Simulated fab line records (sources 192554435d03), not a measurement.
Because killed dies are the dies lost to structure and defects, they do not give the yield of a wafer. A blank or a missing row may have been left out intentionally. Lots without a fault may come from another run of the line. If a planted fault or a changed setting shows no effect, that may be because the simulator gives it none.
A struck lot beside a sound one || flow n5Finfet || 37 steps out of a route of 1938
Sound: these wafers, L989.1, L989.3, L989.6. Wafers struck: L100.2, L100.5, L100.6. Last of all comes the cause.
For every step that has rows: the tool of each side, followed by ch and its chambers, followed by its first start. Under that, the readings that differ: sound wafers || struck wafers || difference of the means || sigmas: that difference in standard deviations of wafers without a fault.
alike: same words and numbers on both sides, and readings whose means sit less than 2 such deviations apart. not compared: any withheld reading, any reading some wafer has no value for, any bound like >300 that may hide the same value, and any number with overlapping values for which the record gives no deviation.
A row with sigmas, a row that says differs or no value, or rows on one side alone: a step with any of these is where the two part. Numbers that don't overlap but have no deviation are shown without sigmas and don't part them. Lack of a reading on every wafer of one side parts them only where that side has two or more wafers.

first, 9 steps without rows for these wafers: N5_PMOS_HMC_CHANNEL_EPI_EXPOSE_06 (exposes mask PMOS HMC BLK, target cd 240 nm); N5_PMOS_HMC_CHANNEL_EPI_PEB_07 (peb time 60 s); N5_PMOS_HMC_CHANNEL_EPI_DEVELOP_08 (develop time 30 s); N5_PMOS_HMC_CHANNEL_EPI_DESCUM_14 (chemistry O2, time 7.9 s); N5_PMOS_HMC_CHANNEL_EPI_ETCH_32 (etches BARC in N2/H2, stops on SiO2, target depth 85.8 nm, time 50.3 s); N5_PMOS_HMC_CHANNEL_EPI_HM_OPEN_15 (chemistry CHF3/O2, target SiO2, target depth 40.6 nm, time 20.3 s); N5_PMOS_HMC_CHANNEL_EPI_STRIP_33 (strips in N2/H2); N5_PMOS_HMC_CHANNEL_EPI_STRIP_17 (strips in SPM, time 750 s); N5_PMOS_HMC_CHANNEL_EPI_ETCH_38 (etches SiO2 in CF4, target depth 1.5 nm).
N5_PMOS_HMC_CHANNEL_EPI_FIN_RECESS_16: chemistry HBr/Cl2, target Si, target depth 54 nm, time 18 s.
  sound on rieSi-03 ch 0,1,2, day 3 17:47; struck on rieSi-03 ch 1,2,3, day 6 12:58
  no value came back on the struck wafers for any of 5 readings (HBr_flow_sccm (sccm), biasW (W) and others); on the sound wafers HBr_flow_sccm (sccm) reads 149.6 150.1 149.5
{"reading": "model.SiO2_of_PMOS_HMC_CHANNEL_EPI_HM_DEP_34.thkNm (nm)", "sound": "30.39 30.58 30.44", "struck": "33.82 34.9 35.19", "difference": "+4.17", "sigmas": ""}
  not compared: rfHoursCounterH
then, 1 step without rows for these wafers: N5_PMOS_HMC_CHANNEL_EPI_PRECLEAN_36 (cleans in O3/DIW, time 45 s).
N5_PMOS_HMC_CHANNEL_EPI_PRECLEAN_18: cleans in DHF, time 30 s.
  sound on wetBench-01 ch 2,3,4, day 3 17:55; struck on wetBench-01 ch 3,4,5, day 6 13:06
{"reading": "model.SiO2_of_PMOS_HMC_CHANNEL_EPI_HM_DEP_34.thkNm (nm)", "sound": "24.72 24.92 24.78", "struck": "28.25 29.34 29.66", "difference": "+4.28", "sigmas": ""}
then, 22 steps without rows for these wafers: N5_PMOS_HMC_CHANNEL_EPI_SRD_19 (time 30 s); N5_PMOS_HMC_CHANNEL_EPI_EPI_20 (deposits SiGe30, target thk 59 nm); N5_PMOS_HMC_CHANNEL_EPI_HM_STRIP_35 (strips SiO2 in dHF, material SiO2, target depth 39.6 nm, time 216 s); N5_PMOS_HMC_CHANNEL_EPI_SRD_39 (time 30 s); N5_PMOS_HMC_CHANNEL_EPI_CMP_21 (polishes SiGe30, target thk 54 nm); N5_PMOS_HMC_CHANNEL_EPI_PRECLEAN_40 (cleans in DHF, time 30 s); N5_PMOS_HMC_CHANNEL_EPI_PRECLEAN_37 (cleans in O3/DIW, time 45 s); N5_PMOS_HMC_CHANNEL_EPI_PRECLEAN_24 (cleans in DHF, time 30 s); N5_PMOS_HMC_CHANNEL_EPI_SRD_25 (time 30 s); N5_PMOS_HMC_CHANNEL_EPI_EPI_26 (deposits Si from SiH4/H2, target thk 3.8 nm, time 22.7 s); N5_FIN_SAQP_PRECLEAN_42 (cleans in O3/DIW, time 60 s); N5_FIN_SAQP_PRECLEAN_00 (cleans in SC1, time 60 s); N5_FIN_SAQP_PRECLEAN_44 (cleans in SC2, time 45 s); N5_FIN_SAQP_SRD_01 (time 30 s); N5_FIN_SAQP_ALD_61 (deposits SiO2, target thk 4 nm, pulse time 1 s, purge time 2 s); N5_FIN_SAQP_DENSIFY_62 (time 60 s); N5_FIN_SAQP_HM_DEP_03 (deposits SiNx from SiH4/NH3/N2, target thk 38 nm, time 33.6 s); N5_FIN_SAQP_PECVD_47 (deposits a-Si from SiH4/He, target thk 45 nm, time 36.3 s); N5_FIN_SAQP_PECVD_48 (deposits SiNx from SiH4/NH3/N2, target thk 25 nm, time 22.1 s); N5_FIN_SAQP_PECVD_06 (deposits a-Si from SiH4/He, target thk 60 nm, time 48.1 s); N5_FIN_SAQP_HM_DEP_72 (deposits SiO2 from SiH4/N2O, target thk 12 nm, time 7.2 s); N5_FIN_SAQP_COAT_49 (time 60 s, resist thk 100 nm).
N5_FIN_SAQP_OVL_MEAS_17:
  sound on overlay-01 ch 0, day 3 21:44; struck on overlay-01 ch 0, day 6 17:09
{"reading": "FIN_CORE_OVL (nm)", "sound": "0.8 1.0 2.0", "struck": "- - -", "difference": "no value on the struck wafers", "sigmas": ""}
-- here the record skips 6 days between the struck wafers' starts before and after, leaving off in module FIN_SAQP and picking up in module BEOL_M4 (first step shown: number 1111 of the route) --
N5_BEOL_M4_RC_MEAS_101:
  sound on prober-01 ch 0, day 10 06:32; struck on prober-01 ch 0, day 12 22:54
{"reading": "DIBL_P (mV/V)", "sound": "38.9 28.8 39.3", "struck": "52.4 53.1 53.8", "difference": "+17.4", "sigmas": "+6"}
{"reading": "IOFF_P (nA/um)", "sound": "0.24 0.11 0.25", "struck": "0.00 0.00 0.00", "difference": -0.20, "sigmas": -4}
{"reading": "IOFF_P_85C (nA/um)", "sound": "4.1 2.1 4.2", "struck": "0.0 0.0 0.0", "difference": -3.5, "sigmas": -5}
{"reading": "IOFF_P_LIN (nA/um)", "sound": "0.107 0.062 0.110", "struck": "0.000 0.000 0.000", "difference": -0.093, "sigmas": -5}
{"reading": "IOFF_P_LONG (nA/um)", "sound": "9.4e-05 9.3e-05 9.2e-05", "struck": "2.8e-05 3e-05 2.5e-05", "difference": -6.5e-05, "sigmas": -7}
{"reading": "ION_P (uA/um)", "sound": "472 434 463", "struck": "112 116 112", "difference": -343, "sigmas": -39}
{"reading": "REXT_P (ohm.um)", "sound": "99.0 101.0 98.7", "struck": "79.5 78.1 79.5", "difference": -20.5, "sigmas": -9}
{"reading": "VT_P (mV)", "sound": "-251 -260 -250", "struck": "-424 -422 -421", "difference": -169, "sigmas": -42}
{"reading": "VT_P_LONG (mV)", "sound": "-277.4 -278.6 -278.4", "struck": "-497.2 -493.6 -500.2", "difference": -218.9, "sigmas": -78}
{"reading": "VT_P_LVT (mV)", "sound": "-98 -107 -97", "struck": "-269 -268 -265", "difference": -167, "sigmas": -43}
  alike: DIBL_N, IOFF_N, ION_N, SS_N, SS_P, VT_N
-- a jump in the record: the struck wafers' starts before and after are 4 days apart (it breaks off in module BEOL_M4 and resumes in module PASSIVATION, where the first step shown is number 1936 of the route) --
N5_PASSIVATION_PROBE_49:
  rows exist in the record for the struck wafers here (prober-02, day 17 09:05), but not for the sound ones

## WHERE THEY PART
Last at N5_PASSIVATION_PROBE_49 as far as this record goes, first at N5_PMOS_HMC_CHANNEL_EPI_FIN_RECESS_16.

WHY: what the simulator had put in
Whole step skipped at N5_PMOS_HMC_CHANNEL_EPI_FIN_RECESS_16 on rieSi-03, starting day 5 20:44. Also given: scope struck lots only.
